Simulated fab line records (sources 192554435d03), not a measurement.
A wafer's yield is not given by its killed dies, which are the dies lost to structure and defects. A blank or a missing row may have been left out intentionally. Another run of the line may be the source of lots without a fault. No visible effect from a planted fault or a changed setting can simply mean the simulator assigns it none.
Which of the tools did it?	flow n5_finfet	Sampling: 9 lots, 27 wafers, 5 of 1938 route steps

WHAT EACH GAUGE READ, for each wafer
N5_STI_FIN_REVEAL_INSPECT_13: inspects for defects (darkfield). Usual: raw_defect_count 12, standard deviation 5.2.
lot	measured	on	raw_defect_count	flag
L541	day 2 13:16	defect_inspect-02	17 15 9	
L542	day 2 18:12	defect_inspect-02	11 9 19	
L546	day 3 19:27	defect_inspect-01	8 12 23	
L547	day 4 01:53	defect_inspect-01	17 15 24	
L548	day 4 10:19	defect_inspect-01	25 16 17	
L553	day 5 15:57	defect_inspect-01	17 9 4	
L558	day 6 19:47	defect_inspect-02	5 15 10	
L560	day 7 10:22	defect_inspect-01	14 14 14	
L563	day 8 02:57	defect_inspect-02	17 3 7	

N5_BEOL_M4_RC_MEAS_101. Usual: DIBL_N 35.9 mV/V, standard deviation 1.6; DIBL_P 35.6 mV/V, standard deviation 2.1; IOFF_N 0.149 nA/um, standard deviation 0.029; IOFF_P 0.20 nA/um, standard deviation 0.033; ION_N 671 uA/um, standard deviation 11; ION_P 460 uA/um, standard deviation 7.3; SS_N 71.4 mV/dec, standard deviation 0.62; SS_P 73.2 mV/dec, standard deviation 0.65; VT_N 251 mV, standard deviation 3.1; VT_P -251 mV, standard deviation 3.4.
lot	measured	on	DIBL_N (mV/V)	DIBL_P (mV/V)	IOFF_N (nA/um)	IOFF_P (nA/um)	ION_N (uA/um)	ION_P (uA/um)	SS_N (mV/dec)	SS_P (mV/dec)	VT_N (mV)	VT_P (mV)	flag
L541	day 7 21:37	prober-02	35.4 34.5 34.0	33.8 34.4 34.4	0.133 0.124 0.116	0.15 0.15 0.16	662 656 655	445 451 453	70.8 70.5 69.8	72.5 72.7 72.6	251 254 254	-258 -256 -257	
L542	day 7 22:20	prober-01	36.1 36.0 34.9	35.7 36.3 33.9	0.154 0.150 0.130	0.20 0.22 0.18	668 666 672	459 460 459	71.1 71.1 70.7	73.1 73.1 73.0	253 252 253	-249 -248 -252	
L546	day 9 07:43	prober-02	35.4 34.4 36.6	33.4 31.4 34.7	0.133 0.114 0.153	0.18 0.15 0.19	668 664 677	459 456 459	70.8 71.0 71.3	72.8 72.5 73.8	251 254 250	-251 -254 -251	
L547	day 9 04:26	prober-02	36.4 35.6 36.7	36.1 37.0 38.0	0.144 0.144 0.158	0.17 0.18 0.20	659 665 668	444 452 459	72.3 71.3 71.3	72.7 72.4 73.1	252 250 251	-258 -254 -252	
L548	day 9 13:25	prober-02	38.3 35.9 35.0	37.6 34.8 33.7	0.182 0.149 0.127	0.26 0.22 0.19	680 674 663	468 471 461	72.3 71.2 70.9	73.1 72.7 72.9	247 250 252	-248 -245 -251	
L553	day 10 17:42	prober-02	37.6 37.4 33.8	37.5 37.5 32.5	0.173 0.169 0.115	0.20 0.19 0.14	676 675 655	456 458 450	71.4 71.1 70.4	73.9 73.7 72.9	248 248 251	-255 -254 -256	
L558	day 12 09:48	prober-02	37.3 36.2 36.7	38.0 35.3 35.5	0.163 0.141 0.150	0.23 0.18 0.19	665 656 661	458 450 458	72.7 71.8 72.4	73.9 73.1 73.3	250 253 253	-251 -257 -254	
L560	day 12 17:01	prober-02	35.2 34.2 35.3	34.6 32.9 34.5	0.132 0.123 0.137	0.20 0.18 0.19	664 653 656	459 455 454	71.1 71.3 71.7	73.1 72.2 72.8	252 254 253	-249 -251 -250	
L563	day 13 12:37	prober-02	36.8 38.7 39.1	35.2 38.1 38.4	0.157 0.199 0.213	0.21 0.26 0.27	681 683 697	468 467 475	70.7 71.9 72.5	73.0 73.8 74.2	253 245 244	-250 -244 -248	

TOOL THAT RAN EACH LOT (tool first, then ch and the chambers of the sampled wafers, then the start)
lot	N5_FIN_CUT_STRIP_22	N5_STI_FIN_REVEAL_ALD_00	N5_DUMMY_GATE_ALD_02
L541	rie_diel-04 ch 0,3, day 2 04:06	ald_sin-01 ch 2,3, day 2 04:18	ald_sin-02 ch 0,1,3, day 2 13:22
L542	rie_diel-03 ch 0,1,2, day 2 09:10	ald_sin-04 ch 0,3, day 2 09:22	ald_sin-03 ch 0,1,3, day 2 18:26
L546	rie_diel-01 ch 1,3, day 3 10:02	ald_sin-04 ch 1,3, day 3 10:34	ald_sin-03 ch 1,2,3, day 3 20:35
L547	rie_diel-04 ch 0,1,2, day 3 16:49	ald_sin-04 ch 1,2,3, day 3 17:01	ald_sin-01 ch 1,2,3, day 4 01:58
L548	rie_diel-03 ch 0,3, day 3 23:45	ald_sin-03 ch 1,2, day 4 00:43	ald_sin-03 ch 1,2, day 4 10:24
L553	rie_diel-04 ch 0,1,3, day 5 06:07	ald_sin-04 ch 0,2, day 5 06:45	ald_sin-02 ch 0,1, day 5 16:02
L558	rie_diel-01 ch 0,1,3, day 6 09:57	ald_sin-04 ch 1,3, day 6 11:07	ald_sin-01 ch 2,3, day 6 19:53
L560	rie_diel-01 ch 0,2,3, day 6 23:01	ald_sin-01 ch 0,1,3, day 7 01:28	ald_sin-02 ch 1,3, day 7 10:28
L563	rie_diel-03 ch 0,2,3, day 7 17:32	ald_sin-03 ch 0,1,2, day 7 17:44	ald_sin-03 ch 0,1, day 8 03:33
- N5_FIN_CUT_STRIP_22: strips in N2/H2.
- N5_STI_FIN_REVEAL_ALD_00: deposits SiO2, target thk 1 nm, pulse time 1 s.
- N5_DUMMY_GATE_ALD_02: deposits SiO2, target thk 2 nm, pulse time 1 s.

AS READ BY THE TOOLS THEMSELVES (means over the sampled wafers that have a number; for cases with no such wafer, the mark the record gives instead)
N5_FIN_CUT_STRIP_22. Usual: drypump_motor_current_A 5.7 A, standard deviation 0.41; oes_product_au 0.75 a.u., standard deviation 0.061; rf_vpp_V 54.3 V, standard deviation 2.2; showerhead_plenum_p_Torr 3.37 Torr, standard deviation 0.1; throttle_valve_pct 19.0 %, standard deviation 0.36.
lot	tool	drypump_motor_current_A (A)	oes_product_au (a.u.)	rf_vpp_V (V)	showerhead_plenum_p_Torr (Torr)	throttle_valve_pct (%)	flag
L541	rie_diel-04	5.5	0.74	53.5	3.30	19.3	
L542	rie_diel-03	5.7	0.78	53.9	3.38	19.1	
L546	rie_diel-01	5.9	0.89	55.3	3.36	18.6	
L547	rie_diel-04	5.5	0.73	52.7	3.35	19.0	
L548	rie_diel-03	5.4	0.77	55.5	3.51	18.7	
L553	rie_diel-04	5.6	0.71	53.2	3.28	19.3	
L558	rie_diel-01	5.7	0.78	53.2	3.36	18.9	
L560	rie_diel-01	5.8	0.71	55.5	3.34	19.0	
L563	rie_diel-03	5.5	0.73	56.3	3.40	19.0	

N5_STI_FIN_REVEAL_ALD_00. Usual: heater_power_w 456 W, standard deviation 44; precursor_pulse_height_rel 1.000, standard deviation 0.021; susceptor_temp_C 300.01 C, standard deviation 0.17.
lot	tool	heater_power_w (W)	precursor_pulse_height_rel	susceptor_temp_C (C)	flag
L541	ald_sin-01	452	1.006	299.89	
L542	ald_sin-04	447	1.014	300.12	
L546	ald_sin-04	475	0.991	300.13	
L547	ald_sin-04	503	0.988	299.94	
L548	ald_sin-03	397	1.005	299.91	
L553	ald_sin-04	484	0.984	300.14	
L558	ald_sin-04	452	0.993	300.18	
L560	ald_sin-01	457	1.000	299.98	
L563	ald_sin-03	419	1.021	300.05	

N5_DUMMY_GATE_ALD_02. Usual: heater_power_w 450 W, standard deviation 31; precursor_pulse_height_rel 1.000, standard deviation 0.019; susceptor_temp_C 300.00 C, standard deviation 0.18.
lot	tool	heater_power_w (W)	precursor_pulse_height_rel	susceptor_temp_C (C)	flag
L541	ald_sin-02	446	1.012	300.02	
L542	ald_sin-03	449	0.977	300.05	
L546	ald_sin-03	389	1.013	290.89	OFF
L547	ald_sin-01	456	0.987	300.04	
L548	ald_sin-03	365	1.031	291.01	OFF
L553	ald_sin-02	433	0.998	299.93	
L558	ald_sin-01	448	1.014	300.05	
L560	ald_sin-02	439	1.003	299.92	
L563	ald_sin-03	424	0.992	299.72	

THE ANSWER, worked out from the rows above alone
Rule: take the mean of a lot's wafers that have a number; if it is more than 3 standard deviations from the usual mean, the lot is off. A lot without any number at a reading at which 4 lots or more have one is off too. Any other lot the step has rows for is counted as sound. After the gauges, taken in route order, come the tools' own readings; for these a lot's mean is taken, as printed above. The first step at which some lot is off is used, and at that step the reading that is off furthest; a lot without a number counts as furthest.
Off, at N5_DUMMY_GATE_ALD_02 on susceptor_temp_C: L546, L548.
A tool fits if, at that step or a process step before it, it ran every lot that is off, and no sound lot after the first of them. Of those tried, none fits.

WHAT WAS PUT IN BY THE SIMULATOR
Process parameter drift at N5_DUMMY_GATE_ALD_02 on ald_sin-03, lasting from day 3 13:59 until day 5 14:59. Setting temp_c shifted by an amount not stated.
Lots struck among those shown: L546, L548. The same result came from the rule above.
